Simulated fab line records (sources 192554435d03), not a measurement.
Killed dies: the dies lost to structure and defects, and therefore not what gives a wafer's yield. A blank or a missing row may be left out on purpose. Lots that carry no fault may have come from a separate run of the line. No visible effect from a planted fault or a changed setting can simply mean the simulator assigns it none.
Which tool was responsible? -- flow n5Finfet -- 24 lots, 72 wafers sampled, at 3 steps of a route of 1938

== WHAT THE GAUGES SHOWED, per wafer ==
N5_BEOL_M14_THK_MEAS_50: measures by xrf. Usual: M14_THK typically reads 574 nm, with standard deviation 10.
lot,measured,on,M14_THK (nm),flag
L074,day 11 01:03,filmMetro-02,583 585 570,
L076,day 11 14:23,filmMetro-02,566 582 582,
L075,day 12 05:09,filmMetro-02,557 575 556,
L077,day 12 10:49,filmMetro-01,584 589 579,
L078,day 13 00:59,filmMetro-02,568 589 567,
L079,day 13 06:49,filmMetro-01,597 560 576,
L080,day 13 11:26,filmMetro-01,580 574 580,
L083,day 13 20:54,filmMetro-01,577 579 577,
L081,day 14 06:23,filmMetro-02,578 571 575,
L082,day 14 07:02,filmMetro-01,591 567 565,
L084,day 14 10:36,filmMetro-01,569 576 576,
L085,day 14 22:28,filmMetro-02,565 568 578,
L086,day 15 02:47,filmMetro-02,564 559 565,
L089,day 15 05:46,filmMetro-02,568 565 576,
L087,day 15 08:01,filmMetro-01,573 567 576,
L088,day 15 12:04,filmMetro-01,588 577 573,
L090,day 15 17:41,filmMetro-01,565 597 574,
L092,day 16 01:51,filmMetro-01,572 593 557,
L093,day 16 01:59,filmMetro-01,574 582 575,
L091,day 16 07:56,filmMetro-01,584 588 581,
L095,day 17 05:41,filmMetro-02,557 560 560,
L094,day 17 05:46,filmMetro-01,578 577 582,
L097,day 17 20:06,filmMetro-01,564 570 564,
L096,day 18 11:28,filmMetro-02,594 568 584,

N5_BEOL_M15_INSPECT_12: inspects for defects (macro). Usual: rawDefectCount 2.1, standard deviation 1.4.
lot,measured,on,rawDefectCount,flag
L074,day 11 01:58,defectInspect-02,2 2 1,
L076,day 11 15:10,defectInspect-01,2 2 3,
L075,day 12 05:57,defectInspect-02,1 3 1,
L077,day 12 11:37,defectInspect-01,1 5 4,
L078,day 13 01:56,defectInspect-01,1 3 2,
L079,day 13 07:44,defectInspect-01,4 0 3,
L080,day 13 12:14,defectInspect-01,3 2 3,
L083,day 13 21:50,defectInspect-02,1 2 2,
L081,day 14 07:11,defectInspect-01,2 2 2,
L082,day 14 07:50,defectInspect-01,1 1 5,
L084,day 14 11:33,defectInspect-02,0 1 3,
L085,day 14 23:23,defectInspect-01,2 1 1,
L086,day 15 03:34,defectInspect-02,3 0 3,
L089,day 15 06:34,defectInspect-02,3 2 2,
L087,day 15 08:57,defectInspect-02,3 5 3,
L088,day 15 12:52,defectInspect-02,1 1 1,
L090,day 15 18:36,defectInspect-01,4 4 3,
L092,day 16 02:39,defectInspect-02,2 3 0,
L093,day 16 02:55,defectInspect-01,3 2 3,
L091,day 16 08:52,defectInspect-01,2 1 3,
L095,day 17 06:29,defectInspect-02,3 4 3,
L094,day 17 06:47,defectInspect-01,2 2 0,
L097,day 17 21:04,defectInspect-01,2 3 1,
L096,day 18 12:23,defectInspect-02,2 2 1,

== TOOL THAT RAN EACH LOT (tool first, then ch and the chambers of the sampled wafers, then the start) ==
lot,N5_BEOL_M14_ANNEAL_48
L074,"rtpAnneal-01 ch 0, day 11 00:30"
L076,"rtpAnneal-02 ch 0, day 11 13:50"
L075,"rtpAnneal-02 ch 0, day 12 04:41"
L077,"rtpAnneal-02 ch 0, day 12 10:21"
L078,"rtpAnneal-02 ch 0, day 13 00:24"
L079,"rtpAnneal-02 ch 0, day 13 06:16"
L080,"rtpAnneal-01 ch 0, day 13 10:54"
L083,"rtpAnneal-01 ch 0, day 13 20:21"
L081,"rtpAnneal-01 ch 0, day 14 05:53"
L082,"rtpAnneal-01 ch 0, day 14 06:29"
L084,"rtpAnneal-01 ch 0, day 14 10:03"
L085,"rtpAnneal-01 ch 0, day 14 21:52"
L086,"rtpAnneal-01 ch 0, day 15 02:18"
L089,"rtpAnneal-01 ch 0, day 15 05:16"
L087,"rtpAnneal-01 ch 0, day 15 07:28"
L088,"rtpAnneal-01 ch 0, day 15 11:31"
L090,"rtpAnneal-02 ch 0, day 15 17:08"
L092,"rtpAnneal-02 ch 0, day 16 01:18"
L093,"rtpAnneal-01 ch 0, day 16 01:23"
L091,"rtpAnneal-01 ch 0, day 16 07:10"
L095,"rtpAnneal-01 ch 0, day 17 05:08"
L094,"rtpAnneal-02 ch 0, day 17 05:10"
L097,"rtpAnneal-01 ch 0, day 17 19:31"
L096,"rtpAnneal-01 ch 0, day 18 10:59"
- N5_BEOL_M14_ANNEAL_48: time 90 s.

== WHAT THE TOOLS THEMSELVES READ (means of the sampled wafers that have a number; where no wafer has one, the mark that the record gives instead) ==
N5_BEOL_M14_ANNEAL_48. Usual: wafer_temp_C_max 226.3, standard deviation 0.35.
lot,tool,wafer_temp_C_max,flag
L074,rtpAnneal-01,226.3,
L076,rtpAnneal-02,227.0,
L075,rtpAnneal-02,226.3,
L077,rtpAnneal-02,226.6,
L078,rtpAnneal-02,226.4,
L079,rtpAnneal-02,226.8,
L080,rtpAnneal-01,226.2,
L083,rtpAnneal-01,226.3,
L081,rtpAnneal-01,226.0,
L082,rtpAnneal-01,225.8,
L084,rtpAnneal-01,226.5,
L085,rtpAnneal-01,226.0,
L086,rtpAnneal-01,226.1,
L089,rtpAnneal-01,226.1,
L087,rtpAnneal-01,226.2,
L088,rtpAnneal-01,226.2,
L090,rtpAnneal-02,226.8,
L092,rtpAnneal-02,226.6,
L093,rtpAnneal-01,226.1,
L091,rtpAnneal-01,226.0,
L095,rtpAnneal-01,226.3,
L094,rtpAnneal-02,226.9,
L097,rtpAnneal-01,225.9,
L096,rtpAnneal-01,226.4,

== THE ANSWER, worked out from the rows above alone ==
Rule: take the mean of a lot's wafers that have a number; if it is more than 3 standard deviations from the usual mean, the lot is off. A lot without any number at a reading at which 4 lots or more have one is off too. The other lots that the step has rows for count as sound. Order of review: gauges by route order, followed by the tools' own readings, for which a lot's mean as printed above is used. At the first step where some lot is off, the reading lying furthest off is the one used; lots without a number count as furthest.
No lot is off at any reading shown: from this, nothing can be told.

== WHAT HAD BEEN PUT IN BY THE SIMULATOR ==
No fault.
